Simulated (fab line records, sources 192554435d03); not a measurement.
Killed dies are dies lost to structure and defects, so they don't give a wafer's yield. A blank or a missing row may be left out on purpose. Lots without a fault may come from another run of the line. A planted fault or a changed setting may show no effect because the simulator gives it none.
fab line records | flow n5_finfet
record lots=24 wafers=72 last_day=19
route steps=1938 shown FIN_SAQP@142 FIN_CUT@164
lots that met no fault: from a run of the same line without faults
start_h: hours from the record's first day to the start of the lot's first wafer shown | wait_h: hours since the lot's step before | " the same as in the row above | L1.1+2: a row that stands for several wafers | - no value, or no start given | * or withheld: withheld | < > ~ a bound
route shown NAME@n: a module of which the file shows steps, and the number in the route of the first | usual: mean/standard deviation of fault-free wafers | same: alike in all rows | chamber/n: place in a boat | sites: the reading at each site | _std_site: their standard deviation | _edge_site: outer sites' mean less inner sites' | radius_mm: how far each site lies from the wafer's centre | mask NAME#n: copy n | behind: the tool/chamber that last shaped the wafer | hold: why the lot was held/for how many hours/how that ended | device: the transistor (n, p or np) that didn't switch | end of line: the same wafers' tests at the end of the route | a step without rows: its recipe alone | killed: dies lost to structure and defects at the first sort, not the wafer's yield | map: a wafer's dies, x killed, . not, _ none there
set.NAME: the setting as run; set.NAME@STEP: as run at that earlier step | model.NAME: the simulator's own value behind a step, which no gauge read
steps of the route over a sample of lots; a table a step, a row a wafer
services: from which hour (start_h, from the record's first day; less than 0 if before it) a tool's chamber was out of use, for how many hours, and why
## steps
# step N5_FIN_SAQP_HM_OPEN_33
# recipe chemistry=CH3F/O2 target=SiNx mask_material=SiO2 target_depth_a=494 time_s=70.6 pressure_mtorr=30 source_w=395 bias_w=73 Ar_flow_sccm=150 CH3F_flow_sccm=30 O2_flow_sccm=20 ion_energy_ev=120 ends=cleared
# usual drypump_motor_current_A=5.8/0.4 etch_rf_on_time_s=69.4/1.5 oes_product_au=0.63/0.065 rf_fwd_power_W=390.5/1.6 rf_vpp_V=296/6.3 showerhead_plenum_p_Torr=1.99/0.074 throttle_valve_pct=16.45/0.25
# columns lot.wafer tool chamber start_h wait_h drypump_motor_current_A etch_rf_on_time_s oes_product_au rf_fwd_power_W rf_hours_counter_h rf_vpp_V showerhead_plenum_p_Torr throttle_valve_pct
L074.1 rie_diel-05 3 25.79 0.0 6.1 68.8 0.65 391.4 157 286 1.90 16.24
L074.2 " 0 " " 6.1 68.8 0.62 387.9 192 288 1.91 16.26
L074.3 " 2 " " 6.1 69.3 0.66 387.2 125 305 2.09 16.51
L075.1 rie_diel-01 3 31.65 0.0 5.7 68.8 0.61 393.5 209 289 1.90 16.92
L075.2 " 0 " " 5.2 68.8 0.74 391.1 40 301 2.11 16.15
L075.5 " 1 " " 6.1 70.7 0.59 390.7 - 306 2.06 16.51
L076.1 rie_diel-03 3 38.91 0.1 5.1 67.0 0.62 391.8 180 299 1.90 16.60
L076.2 " 1 " " 6.1 67.0 0.61 390.3 218 295 1.98 16.16
L076.5 " 1 " " 6.1 67.2 0.61 389.6 - 296 1.98 16.15
L077.1 rie_diel-01 0 44.47 0.0 5.1 69.5 0.72 387.1 46 301 2.11 16.16
L077.2 " 1 " " 6.1 70.4 0.59 387.8 243 305 2.06 16.55
L077.5 " 3 " " 5.6 71.4 0.61 391.8 - 288 1.90 16.92
L078.1 rie_diel-03 2 49.57 0.1 5.2 67.9 0.61 389.2 191 296 2.00 16.62
L078.3 " 0 " " 6.2 69.0 0.63 389.3 142 300 2.09 16.47
L078.6 " 3 " " 5.1 71.3 0.61 393.8 - 299 1.90 16.59
L079.2 rie_diel-01 2 56.35 0.1 5.5 67.9 0.83 390.2 6 306 2.04 16.01
L079.3 " 1 " " 6.1 71.0 0.59 389.4 247 305 2.06 16.52
L079.6 " 3 " " 5.7 72.6 0.60 392.0 - 288 1.90 16.94
L080.1 rie_diel-01 0 61.22 0.0 5.1 68.7 0.72 391.1 52 302 2.11 16.16
L080.2 " 2 " " 5.5 67.3 0.83 391.8 8 305 2.04 16.05
L080.6 " 3 " " 5.7 69.6 0.61 393.0 - 288 1.90 16.92
L081.2 rie_diel-01 2 67.48 0.0 5.6 67.9 0.82 392.3 10 306 2.04 16.04
L081.5 " 2 " " 5.6 69.3 0.81 391.6 - 305 2.04 16.04
L081.6 " 3 " " 5.7 70.8 0.60 392.8 - 289 1.90 16.95
L082.1 rie_diel-05 2 75.75 0.1 6.1 69.9 0.65 388.9 142 306 2.09 16.52
L082.2 " 1 " " 5.5 72.0 0.59 388.4 199 292 1.97 16.46
L082.5 " 1 " " 5.5 72.2 0.60 391.4 - 291 1.97 16.46
L083.1 rie_diel-01 0 79.91 0.2 5.2 67.8 0.71 389.3 59 301 2.10 16.18
L083.4 " 0 " " 5.2 67.9 0.72 388.7 - 301 2.11 16.19
L083.6 " 0 " " 5.1 68.3 0.72 389.5 - 302 2.10 16.19
L084.4 rie_diel-05 2 86.77 0.0 6.1 70.8 0.64 387.9 145 304 2.09 16.52
L084.5 " 1 " " 5.5 71.3 0.59 391.9 - 291 1.97 16.47
L084.6 " 2 " " 6.2 68.2 0.65 389.3 - 305 2.09 16.52
L085.2 rie_diel-01 1 92.99 0.0 6.1 65.6 0.85 388.2 4 306 2.06 16.05
L085.4 " 3 " " 5.7 70.3 0.60 393.2 - 289 1.90 16.96
L085.5 " 0 " " 5.1 69.3 0.70 389.8 - 301 2.10 16.20
L086.1 rie_diel-03 1 99.21 0.0 6.1 70.9 0.59 390.2 244 295 1.97 16.20
L086.2 " 2 " " 5.2 69.7 0.60 389.9 214 296 2.00 16.68
L086.6 " 0 " " 6.2 73.6 0.61 393.0 - 303 2.08 16.51
L087.4 rie_diel-05 0 104.35 0.0 6.1 67.2 0.61 390.3 219 286 1.90 16.30
L087.5 " 1 " " 5.5 70.2 0.59 390.8 - 291 1.97 16.47
L087.6 " 0 " " 6.1 68.6 0.61 390.7 - 288 1.90 16.32
L088.1 rie_diel-03 2 109.34 0.0 5.2 68.2 0.60 389.9 219 296 1.99 16.69
L088.3 " 1 " " 6.1 68.2 0.59 389.5 250 295 1.97 16.21
L088.5 " 2 " " 5.2 67.9 0.60 390.0 - 296 1.99 16.68
L089.1 rie_diel-05 1 115.65 0.0 5.5 71.6 0.58 390.9 214 290 1.97 16.49
L089.5 " 1 " " 5.5 72.5 0.58 391.3 - 292 1.97 16.48
L089.6 " 2 " " 6.1 71.4 0.64 387.6 - 306 2.08 16.56
L090.1 rie_diel-05 1 121.77 0.0 5.5 70.8 0.58 390.8 216 292 1.97 16.48
L090.2 " 2 " " 6.1 70.1 0.64 387.6 160 304 2.08 16.55
L090.5 " 1 " " 5.5 71.8 0.58 388.9 - 292 1.97 16.49
L091.2 rie_diel-05 1 127.91 0.1 5.5 69.7 0.58 391.6 218 292 1.97 16.51
L091.3 " 2 " " 6.1 68.1 0.63 388.6 162 304 2.08 16.55
L091.4 " 3 " " 6.1 70.6 0.62 389.9 193 286 1.89 16.31
L092.1 rie_diel-03 0 134.62 0.0 6.2 69.1 0.61 390.6 183 301 2.07 16.55
L092.2 " 2 " " 5.2 67.8 0.59 388.5 231 296 1.99 16.70
L092.6 " 1 " " 6.1 70.1 0.58 391.8 - 294 1.97 16.23
L093.3 rie_diel-05 3 141.67 0.0 6.1 67.7 0.63 391.8 196 287 1.89 16.30
L093.5 " 3 " " 6.1 69.5 0.62 391.3 - 286 1.89 16.31
L093.6 " 0 " " 6.1 68.1 0.60 389.7 - 287 1.90 16.34
L094.1 rie_diel-03 2 148.03 0.0 5.2 69.5 0.59 389.6 236 296 1.99 16.69
L094.4 " 1 " " 6.1 70.0 0.58 392.4 - 294 1.97 16.24
L094.5 " 0 " " 6.2 70.7 0.61 388.8 - 300 2.07 16.57
L095.2 rie_diel-03 2 159.82 0.0 5.2 67.2 0.59 388.9 244 296 1.99 16.73
L095.3 " 1 " " 6.1 68.3 0.57 392.6 275 295 1.96 16.26
L095.6 " 1 " " 6.1 69.2 0.58 387.9 - 295 1.96 16.24
L096.2 rie_diel-03 2 160.52 0.1 5.2 67.5 0.59 391.3 245 296 1.99 16.75
L096.5 " 2 " " 5.2 69.6 0.59 389.7 - 295 1.99 16.73
L096.6 " 1 " " 6.1 70.4 0.57 392.2 - 295 1.96 16.26
L097.1 rie_diel-03 0 166.92 0.0 6.2 70.0 0.59 388.4 200 299 2.07 16.59
L097.3 " 2 " " 5.2 68.2 0.58 387.5 248 296 1.98 16.72
L097.6 " 0 " " 6.2 69.7 0.59 390.3 - 300 2.07 16.57
# step N5_FIN_SAQP_ETCH_64
# recipe chemistry=CF4 target=SiO2 target_depth_a=15 ion_energy_ev=350 pressure_mtorr=10 icp_w=800 bias_w=400 cf4_flow_sccm=80
# usual drypump_motor_current_A=5.5/0.62 oes_product_au=1.005/0.028 rf_fwd_power_W=784/4 throttle_valve_pct=21.71/0.2
# columns lot.wafer tool chamber start_h wait_h drypump_motor_current_A oes_product_au rf_fwd_power_W rf_hours_counter_h throttle_valve_pct
L074.1 rie_si-06 0 26.05 0.0 5.2 0.965 781 66 21.76
L074.2 " 3 " " 6.7 1.025 778 6 21.93
L074.3 " 2 " " 5.1 1.033 782 138 21.90
L075.1 rie_si-01 0 31.92 0.0 5.0 1.017 784 5 21.91
L075.2 " 2 " " 5.2 1.002 779 126 21.63
L075.5 " 1 " " 4.9 1.040 789 - 21.37
L076.1 rie_si-05 0 39.18 0.0 5.4 0.996 790 3 21.98
L076.2 " 2 " " 6.7 1.050 791 123 21.67
L076.5 " 2 " " 6.7 1.061 788 - 21.68
L077.1 rie_si-05 1 44.74 0.0 5.9 0.956 784 88 21.44
L077.2 " 3 " " 4.9 1.007 788 150 21.56
L077.5 " 1 " " 5.9 0.952 786 - 21.43
L078.1 rie_si-06 2 49.84 0.0 5.1 1.057 786 139 21.91
L078.3 " 0 " " 5.2 0.978 783 66 21.78
L078.6 " 2 " " 5.1 1.060 787 - 21.90
L079.2 rie_si-06 2 56.62 0.0 5.1 1.042 782 139 21.90
L079.3 " 3 " " 6.7 1.027 779 7 21.93
L079.6 " 3 " " 6.7 1.031 781 - 21.91
L080.1 rie_si-06 2 61.48 0.0 5.1 1.040 781 139 21.91
L080.2 " 3 " " 6.7 1.023 784 7 21.93
L080.6 " 1 " " 5.2 0.985 786 - 21.44
L081.2 rie_si-06 2 67.74 0.0 5.2 1.048 786 139 21.90
L081.5 " 0 " " 5.3 0.967 784 - 21.78
L081.6 " 1 " " 5.2 0.986 788 - 21.43
L082.1 rie_si-01 0 76.01 0.0 5.0 1.002 783 5 21.91
L082.2 " 2 " " 5.2 0.991 784 127 21.64
L082.5 " 1 " " 4.9 1.013 788 - 21.36
L083.1 rie_si-06 3 80.27 0.0 6.7 1.044 782 7 21.93
L083.4 " 2 " " 5.2 1.051 782 139 21.90
L083.6 " 2 " " 5.2 1.040 778 - 21.90
L084.4 rie_si-06 3 87.04 0.0 6.7 1.031 784 7 21.92
L084.5 " 3 " " 6.7 1.030 787 - 21.93
L084.6 " 0 " " 5.3 0.972 781 - 21.77
L085.2 rie_si-05 0 93.26 0.0 5.5 0.993 792 4 21.97
L085.4 " 1 " " 5.8 0.951 785 89 21.40
L085.5 " 0 " " 5.5 1.004 788 - 21.96
L086.1 rie_si-06 3 99.49 0.0 6.7 1.018 785 8 21.91
L086.2 " 2 " " 5.1 1.048 779 140 21.89
L086.6 " 0 " " 5.2 0.968 777 - 21.75
L087.4 rie_si-06 3 104.62 0.0 6.7 1.030 781 8 21.90
L087.5 " 1 " " 5.2 0.991 782 - 21.43
L087.6 " 2 " " 5.2 1.048 785 - 21.92
L088.1 rie_si-05 3 109.60 0.0 5.0 0.995 791 151 21.56
L088.3 " 2 " " 6.7 1.061 789 124 21.68
L088.5 " 1 " " 5.8 0.965 781 - 21.43
L089.1 rie_si-06 3 115.91 0.0 6.7 1.029 784 8 21.92
L089.5 " 3 " " 6.7 1.034 779 - 21.93
L089.6 " 2 " " 5.1 1.040 782 - 21.89
L090.1 rie_si-06 3 122.03 0.0 6.7 1.015 780 8 21.91
L090.2 " 2 " " 5.1 1.033 785 140 21.90
L090.5 " 2 " " 5.1 1.038 778 - 21.91
L091.2 rie_si-06 2 128.17 0.0 5.1 1.053 782 140 21.91
L091.3 " 0 " " 5.3 0.967 780 68 21.76
L091.4 " 3 " " 6.7 1.027 784 8 21.91
L092.1 rie_si-01 2 134.88 0.0 5.2 0.988 787 128 21.63
L092.2 " 0 " " 5.0 1.004 778 6 21.89
L092.6 " 1 " " 4.9 1.016 789 - 21.35
L093.3 rie_si-06 2 141.93 0.0 5.1 1.055 782 141 21.89
L093.5 " 0 " " 5.3 0.976 780 - 21.76
L093.6 " 3 " " 6.7 1.017 788 - 21.90
L094.1 rie_si-01 3 148.29 0.0 5.6 0.994 788 63 21.63
L094.4 " 1 " " 4.9 1.009 792 52 21.37
L094.5 " 1 " " 5.0 1.018 788 - 21.37
L095.2 rie_si-01 3 160.09 0.0 5.6 1.015 786 63 21.63
L095.3 " 0 " " 5.0 1.019 783 7 21.90
L095.6 " 3 " " 5.6 1.001 784 - 21.63
L096.2 rie_si-01 3 160.79 0.0 5.6 0.986 788 64 21.63
L096.5 " 2 " " 5.2 0.988 787 - 21.64
L096.6 " 3 " " 5.6 0.988 785 - 21.62
L097.1 rie_si-05 2 167.19 0.0 6.7 1.060 794 125 21.70
L097.3 " 3 " " 4.9 0.997 787 152 21.55
L097.6 " 3 " " 5.0 0.999 790 - 21.55
# step N5_FIN_SAQP_CD_MEAS_37
# recipe target_cd_nm=8 polarity=line
# usual cd_nm=8.16/0.29
# columns lot.wafer tool chamber start_h wait_h cd_nm
L074.1 cd_sem-02 - 26.19 0.1 8.63
L074.2 " - " " 8.00
L074.3 " - " " 7.63
L075.1 cd_sem-01 - 32.06 0.1 8.47
L075.2 " - " " 7.75
L075.5 " - " " 8.51
L076.1 cd_sem-03 - 39.31 0.1 8.08
L076.2 " - " " 8.31
L076.5 " - " " 8.28
L077.1 cd_sem-01 - 44.88 0.1 8.09
L077.2 " - " " 8.19
L077.5 " - " " 8.28
L078.1 cd_sem-01 - 49.98 0.1 8.10
L078.3 " - " " 8.26
L078.6 " - " " 8.23
L079.2 cd_sem-01 - 56.76 0.1 8.01
L079.3 " - " " 8.24
L079.6 " - " " 8.37
L080.1 cd_sem-03 - 61.62 0.1 7.41
L080.2 " - " " 8.36
L080.6 " - " " 8.25
L081.2 cd_sem-01 - 67.88 0.1 8.38
L081.5 " - " " 8.31
L081.6 " - " " 8.63
L082.1 cd_sem-01 - 76.15 0.1 7.80
L082.2 " - " " 7.60
L082.5 " - " " 8.31
L083.1 cd_sem-01 - 80.40 0.1 8.02
L083.4 " - " " 8.02
L083.6 " - " " 8.09
L084.4 cd_sem-02 - 87.18 0.1 8.01
L084.5 " - " " 8.36
L084.6 " - " " 7.94
L085.2 cd_sem-02 - 93.40 0.1 8.47
L085.4 " - " " 8.16
L085.5 " - " " 7.82
L086.1 cd_sem-01 - 99.63 0.1 8.56
L086.2 " - " " 7.95
L086.6 " - " " 8.07
L087.4 cd_sem-02 - 104.77 0.1 8.35
L087.5 " - " " 7.99
L087.6 " - " " 8.00
L088.1 cd_sem-01 - 109.74 0.1 8.14
L088.3 " - " " 8.17
L088.5 " - " " 8.58
L089.1 cd_sem-01 - 116.05 0.1 8.34
L089.5 " - " " 8.09
L089.6 " - " " 8.29
L090.1 cd_sem-01 - 122.17 0.1 8.20
L090.2 " - " " 8.04
L090.5 " - " " 8.07
L091.2 cd_sem-02 - 128.31 0.1 7.95
L091.3 " - " " 8.08
L091.4 " - " " 7.78
L092.1 cd_sem-01 - 135.02 0.1 8.19
L092.2 " - " " 8.19
L092.6 " - " " 8.39
L093.3 cd_sem-02 - 142.08 0.1 8.09
L093.5 " - " " 8.65
L093.6 " - " " 8.07
L094.1 cd_sem-01 - 148.43 0.1 7.87
L094.4 " - " " 8.66
L094.5 " - " " 8.26
L095.2 cd_sem-01 - 160.23 0.1 8.65
L095.3 " - " " 8.21
L095.6 " - " " 8.72
L096.2 cd_sem-01 - 160.93 0.1 8.29
L096.5 " - " " 8.37
L096.6 " - " " 8.69
L097.1 cd_sem-01 - 167.32 0.1 8.05
L097.3 " - " " 8.17
L097.6 " - " " 7.77
# step N5_FIN_CUT_OVL_MEAS_09
# recipe points_per_wafer=522
# usual FIN_CUT_OVL=0.1/0.72
# columns lot.wafer tool chamber start_h wait_h FIN_CUT_OVL[nm]
L074.1 overlay-01 0 26.78 0.0 0.6
L074.2 " 0 " " 0.8
L074.3 " 0 " " 0.1
L075.1 overlay-02 0 32.52 0.0 -0.8
L075.2 " 0 " " -0.1
L075.5 " 0 " " -0.1
L076.1 overlay-01 0 39.78 0.0 -0.6
L076.2 " 0 " " 0.0
L076.5 " 0 " " -0.6
L077.1 overlay-01 0 45.34 0.0 0.4
L077.2 " 0 " " 0.6
L077.5 " 0 " " 0.5
L078.1 overlay-02 0 50.56 0.0 -0.9
L078.3 " 0 " " 0.4
L078.6 " 0 " " -0.8
L079.2 overlay-01 0 57.35 0.0 1.2
L079.3 " 0 " " 0.1
L079.6 " 0 " " 0.5
L080.1 overlay-01 0 62.09 0.0 -1.6
L080.2 " 0 " " -1.0
L080.6 " 0 " " -0.6
L081.2 overlay-02 0 68.48 0.0 1.0
L081.5 " 0 " " 0.6
L081.6 " 0 " " 1.0
L082.1 overlay-01 0 76.62 0.0 0.9
L082.2 " 0 " " 1.4
L082.5 " 0 " " 0.7
L083.1 overlay-01 0 80.87 0.0 0.8
L083.4 " 0 " " 0.5
L083.6 " 0 " " 0.1
L084.4 overlay-01 0 87.78 0.0 0.0
L084.5 " 0 " " 0.3
L084.6 " 0 " " 0.0
L085.2 overlay-01 0 93.86 0.0 0.5
L085.4 " 0 " " -0.2
L085.5 " 0 " " -0.2
L086.1 overlay-02 0 100.09 0.0 -0.3
L086.2 " 0 " " 0.1
L086.6 " 0 " " -0.6
L087.4 overlay-02 0 105.24 0.0 -0.4
L087.5 " 0 " " 0.3
L087.6 " 0 " " 0.3
L088.1 overlay-01 0 110.33 0.0 -0.6
L088.3 " 0 " " -0.1
L088.5 " 0 " " 0.2
L089.1 overlay-02 0 116.51 0.0 -0.3
L089.5 " 0 " " 0.8
L089.6 " 0 " " -0.1
L090.1 overlay-02 0 122.64 0.0 -1.7
L090.2 " 0 " " -1.5
L090.5 " 0 " " -2.0
L091.2 overlay-02 0 128.90 0.0 0.2
L091.3 " 0 " " 0.4
L091.4 " 0 " " 0.7
L092.1 overlay-02 0 135.61 0.0 -0.6
L092.2 " 0 " " -0.3
L092.6 " 0 " " -0.4
L093.3 overlay-02 0 142.69 0.1 0.2
L093.5 " 0 " " 0.9
L093.6 " 0 " " 0.9
L094.1 overlay-01 0 148.90 0.0 0.3
L094.4 " 0 " " -0.5
L094.5 " 0 " " 0.7
L095.2 overlay-02 0 160.82 0.0 0.2
L095.3 " 0 " " -0.3
L095.6 " 0 " " 0.2
L096.2 overlay-01 0 161.40 0.0 0.8
L096.5 " 0 " " -0.5
L096.6 " 0 " " 0.4
L097.1 overlay-02 0 167.79 0.0 0.0
L097.3 " 0 " " -0.7
L097.6 " 0 " " -1.1
# step N5_FIN_CUT_ETCH_20
# recipe chemistry=CF4 target=SiARC target_depth_a=260 mask_material=CAR-EUV time_s=43.3 ion_energy_ev=80 pressure_mtorr=40 source_w=545 bias_w=36 Ar_flow_sccm=100 cf4_flow_sccm=100 ends=cleared
# usual drypump_motor_current_A=5.5/0.46 etch_rf_on_time_s=43.6/0.93 oes_product_au=0.67/0.055 rf_fwd_power_W=535.5/3 rf_vpp_V=184.3/1 showerhead_plenum_p_Torr=2.17/0.047 throttle_valve_pct=15.63/0.17
# columns lot.wafer tool chamber start_h wait_h drypump_motor_current_A etch_rf_on_time_s oes_product_au rf_fwd_power_W rf_hours_counter_h rf_vpp_V showerhead_plenum_p_Torr throttle_valve_pct
L074.1 rie_diel-04 0 27.10 0.0 5.1 42.8 0.73 533.2 45 185.0 2.18 15.48
L074.2 " 1 " " 6.1 43.5 0.68 538.4 117 185.1 2.25 15.47
L074.3 " 3 " " 5.3 43.7 0.78 534.7 12 184.5 2.18 15.39
L075.1 rie_diel-02 0 32.67 0.0 5.3 44.9 0.63 535.0 159 185.2 2.13 15.73
L075.2 " 1 " " 5.7 43.1 0.71 533.3 98 185.2 2.16 15.49
L075.5 " 0 " " 5.3 45.0 0.63 531.7 - 183.5 2.13 15.75
L076.1 rie_diel-02 0 40.18 0.0 5.3 44.6 0.63 532.0 161 184.9 2.13 15.74
L076.2 " 1 " " 5.7 42.7 0.71 536.2 100 183.7 2.16 15.51
L076.5 " 0 " " 5.3 44.9 0.63 532.7 - 183.2 2.13 15.73
L077.1 rie_diel-02 1 45.49 0.0 5.8 43.0 0.70 537.9 102 183.1 2.16 15.50
L077.2 " 0 " " 5.3 45.0 0.62 528.0 163 185.1 2.13 15.74
L077.5 " 0 " " 5.3 44.8 0.62 528.4 - 183.0 2.13 15.75
L078.1 rie_diel-04 1 50.73 0.0 6.1 42.9 0.68 537.2 124 186.3 2.24 15.51
L078.3 " 0 " " 5.1 42.1 0.73 534.7 51 183.8 2.17 15.49
L078.6 " 3 " " 5.3 43.0 0.76 539.0 - 185.4 2.18 15.41
L079.2 rie_diel-02 3 57.49 0.0 4.9 44.3 0.67 534.7 130 184.4 2.23 15.38
L079.3 " 2 " " 6.3 43.4 0.61 538.2 229 185.5 2.22 15.89
L079.6 " 0 " " 5.3 45.1 0.61 532.2 - 183.6 2.13 15.75
L080.1 rie_diel-06 1 62.24 0.0 5.5 42.7 0.67 539.7 138 182.9 2.24 15.80
L080.2 " 2 " " 5.8 44.9 0.66 533.4 126 185.3 2.15 15.78
L080.6 " 0 " " 4.9 43.2 0.61 536.8 - 184.2 2.13 15.43
L081.2 rie_diel-02 3 68.63 0.0 5.0 44.3 0.67 535.9 134 186.7 2.23 15.39
L081.5 " 1 " " 5.7 43.3 0.70 537.3 - 184.2 2.16 15.51
L081.6 " 0 " " 5.3 45.6 0.61 534.0 - 184.1 2.13 15.75
L082.1 rie_diel-02 0 76.83 0.0 5.3 45.1 0.61 532.2 173 184.1 2.13 15.77
L082.2 " 2 " " 6.3 44.0 0.59 539.8 234 184.3 2.21 15.94
L082.5 " 3 " " 5.0 44.2 0.66 534.4 - 184.8 2.23 15.38
L083.1 rie_diel-06 2 81.01 0.0 5.8 44.0 0.66 529.2 131 184.8 2.14 15.80
L083.4 " 1 " " 5.5 42.3 0.67 538.6 144 186.1 2.24 15.82
L083.6 " 3 " " 6.2 42.8 0.59 537.8 - 184.1 2.11 15.75
L084.4 rie_diel-06 2 88.21 0.0 5.8 43.7 0.66 532.7 134 184.3 2.14 15.81
L084.5 " 1 " " 5.6 42.8 0.66 537.3 - 186.7 2.24 15.81
L084.6 " 2 " " 5.8 43.8 0.67 531.6 - 184.9 2.14 15.80
L085.2 rie_diel-02 3 94.00 0.0 4.9 44.4 0.65 533.8 143 185.0 2.23 15.40
L085.4 " 1 " " 5.7 43.0 0.69 537.4 116 184.4 2.15 15.53
L085.5 " 3 " " 4.9 44.0 0.66 534.6 - 185.1 2.23 15.40
L086.1 rie_diel-04 3 100.25 0.0 5.3 42.8 0.74 534.6 33 185.5 2.18 15.41
L086.2 " 2 " " 5.0 42.7 0.77 536.5 44 184.2 2.10 15.67
L086.6 " 2 " " 5.0 42.8 0.77 537.1 - 183.6 2.10 15.68
L087.4 rie_diel-04 3 105.37 0.0 5.3 43.1 0.73 537.4 35 184.5 2.18 15.43
L087.5 " 2 " " 5.0 42.8 0.76 539.5 - 182.2 2.10 15.69
L087.6 " 3 " " 5.3 43.1 0.73 539.5 - 184.3 2.18 15.44
L088.1 rie_diel-06 1 110.47 0.0 5.5 42.9 0.66 538.4 153 184.8 2.24 15.82
L088.3 " 0 " " 4.9 43.6 0.60 535.9 210 183.0 2.13 15.45
L088.5 " 1 " " 5.5 42.7 0.66 535.6 - 184.5 2.24 15.83
L089.1 rie_diel-04 1 116.66 0.0 6.1 43.6 0.66 537.7 144 185.8 2.24 15.54
L089.5 " 3 " " 5.3 43.4 0.73 536.7 - 185.3 2.18 15.44
L089.6 " 2 " " 5.0 42.8 0.75 535.8 - 184.6 2.10 15.69
L090.1 rie_diel-06 2 122.78 0.0 5.8 43.0 0.66 530.6 144 183.6 2.14 15.81
L090.2 " 1 " " 5.5 42.1 0.66 537.4 156 184.6 2.24 15.84
L090.5 " 3 " " 6.3 42.5 0.59 535.9 - 183.4 2.10 15.77
L091.2 rie_diel-02 2 129.05 0.0 6.4 44.0 0.58 542.1 249 184.8 2.21 15.96
L091.3 " 1 " " 5.7 43.3 0.68 533.6 126 183.8 2.15 15.54
L091.4 " 0 " " 5.3 45.6 0.60 530.9 189 183.4 2.12 15.78
L092.1 rie_diel-04 0 135.75 0.0 5.1 42.9 0.70 531.9 78 184.2 2.16 15.54
L092.2 " 2 " " 5.0 43.0 0.75 539.1 55 182.6 2.10 15.72
L092.6 " 1 " " 6.1 43.6 0.65 537.3 - 186.4 2.23 15.55
L093.3 rie_diel-02 0 142.82 0.0 5.3 45.2 0.60 532.5 193 184.0 2.12 15.80
L093.5 " 1 " " 5.7 43.0 0.68 536.7 - 183.0 2.15 15.54
L093.6 " 3 " " 4.9 44.4 0.65 535.5 - 185.6 2.22 15.43
L094.1 rie_diel-06 1 149.05 0.0 5.5 42.4 0.65 540.5 165 183.8 2.23 15.84
L094.4 " 0 " " 4.9 43.8 0.59 532.7 - 183.0 2.13 15.46
L094.5 " 2 " " 5.8 43.7 0.65 528.7 - 183.5 2.14 15.85
L095.2 rie_diel-04 1 160.96 0.0 6.1 43.2 0.65 537.0 160 184.8 2.23 15.56
L095.3 " 0 " " 5.1 42.3 0.69 533.9 87 182.9 2.16 15.56
L095.6 " 2 " " 5.0 42.9 0.74 537.0 - 182.8 2.10 15.71
L096.2 rie_diel-06 0 161.54 0.0 4.9 43.5 0.60 534.9 225 183.6 2.12 15.48
L096.5 " 1 " " 5.5 42.0 0.65 538.3 - 185.3 2.23 15.86
L096.6 " 2 " " 5.8 43.3 0.65 532.0 - 185.0 2.14 15.83
L097.1 rie_diel-02 0 167.94 0.0 5.3 46.2 0.60 531.8 201 183.8 2.12 15.82
L097.3 " 3 " " 5.0 45.3 0.63 535.9 164 185.0 2.22 15.44
L097.6 " 3 " " 4.9 45.5 0.63 535.4 - 184.1 2.22 15.45
# step N5_FIN_CUT_INSPECT_17
# recipe inspect_instrument=brightfield mode=aei
# usual raw_defect_count=226/54
# columns lot.wafer tool chamber start_h wait_h raw_defect_count
L074.1 defect_inspect-02 - 27.97 0.0 220
L074.2 " - " " 226
L074.3 " - " " 268
L075.1 defect_inspect-01 - 33.53 0.0 236
L075.2 " - " " 242
L075.5 " - " " 238
L076.1 defect_inspect-01 - 41.04 0.0 191
L076.2 " - " " 223
L076.5 " - " " 191
L077.1 defect_inspect-02 - 46.36 0.0 172
L077.2 " - " " 213
L077.5 " - " " 168
L078.1 defect_inspect-02 - 51.60 0.0 276
L078.3 " - " " 287
L078.6 " - " " 320
L079.2 defect_inspect-02 - 58.35 0.0 272
L079.3 " - " " 219
L079.6 " - " " 191
L080.1 defect_inspect-02 - 63.09 0.0 283
L080.2 " - " " 162
L080.6 " - " " 136
L081.2 defect_inspect-02 - 69.57 0.0 261
L081.5 " - " " 347
L081.6 " - " " 200
L082.1 defect_inspect-02 - 77.71 0.0 277
L082.2 " - " " 174
L082.5 " - " " 195
L083.1 defect_inspect-01 - 81.87 0.0 264
L083.4 " - " " 165
L083.6 " - " " 259
L084.4 defect_inspect-02 - 89.07 0.0 237
L084.5 " - " " 192
L084.6 " - " " 308
L085.2 defect_inspect-02 - 94.86 0.0 257
L085.4 " - " " 179
L085.5 " - " " 213
L086.1 defect_inspect-02 - 101.11 0.0 155
L086.2 " - " " 175
L086.6 " - " " 206
L087.4 defect_inspect-01 - 106.23 0.0 118
L087.5 " - " " 219
L087.6 " - " " 232
L088.1 defect_inspect-02 - 111.43 0.0 188
L088.3 " - " " 251
L088.5 " - " " 265
L089.1 defect_inspect-02 - 117.55 0.0 157
L089.5 " - " " 223
L089.6 " - " " 171
L090.1 defect_inspect-01 - 123.64 0.0 328
L090.2 " - " " 194
L090.5 " - " " 351
L091.2 defect_inspect-02 - 130.03 0.0 239
L091.3 " - " " 190
L091.4 " - " " 263
L092.1 defect_inspect-01 - 136.61 0.0 148
L092.2 " - " " 252
L092.6 " - " " 245
L093.3 defect_inspect-02 - 143.68 0.0 339
L093.5 " - " " 196
L093.6 " - " " 249
L094.1 defect_inspect-01 - 149.96 0.0 292
L094.4 " - " " 225
L094.5 " - " " 264
L095.2 defect_inspect-02 - 161.83 0.0 315
L095.3 " - " " 229
L095.6 " - " " 231
L096.2 defect_inspect-02 - 162.40 0.0 279
L096.5 " - " " 285
L096.6 " - " " 174
L097.1 defect_inspect-01 - 168.79 0.0 185
L097.3 " - " " 298
L097.6 " - " " 277
## services
# columns tool chamber start_h hours kind
rie_diel-06 2 11.06 20.0 repair
rie_diel-01 2 14.45 - clean
rie_diel-01 2 14.45 - consumable_replace:focus_ring
rie_diel-01 2 14.45 23.0 scheduled_down
rie_diel-01 2 14.45 23.0 vent_cycle
rie_diel-06 0 26.47 6.5 repair
rie_diel-03 2 26.72 4.9 repair
rie_si-06 2 27.67 2.1 repair
rie_si-01 3 29.24 4.4 repair
rie_diel-03 0 30.25 4.7 repair
rie_si-01 - 42.75 14.6 pm
rie_si-06 3 48.59 5.4 repair
rie_diel-01 1 59.08 2.7 repair
rie_diel-03 3 60.64 132.0 repair
rie_diel-04 2 77.28 6.0 repair
rie_diel-01 2 79.65 27.8 repair
rie_si-01 1 116.59 5.4 repair
rie_diel-02 2 131.19 - clean
rie_diel-02 2 131.19 - consumable_replace:focus_ring
rie_diel-02 2 131.19 24.2 scheduled_down
rie_diel-02 2 131.19 24.2 vent_cycle
rie_si-06 3 133.35 6.9 repair
rie_diel-04 3 133.61 22.5 repair
rie_diel-06 2 136.40 2.6 repair
## key
fault none
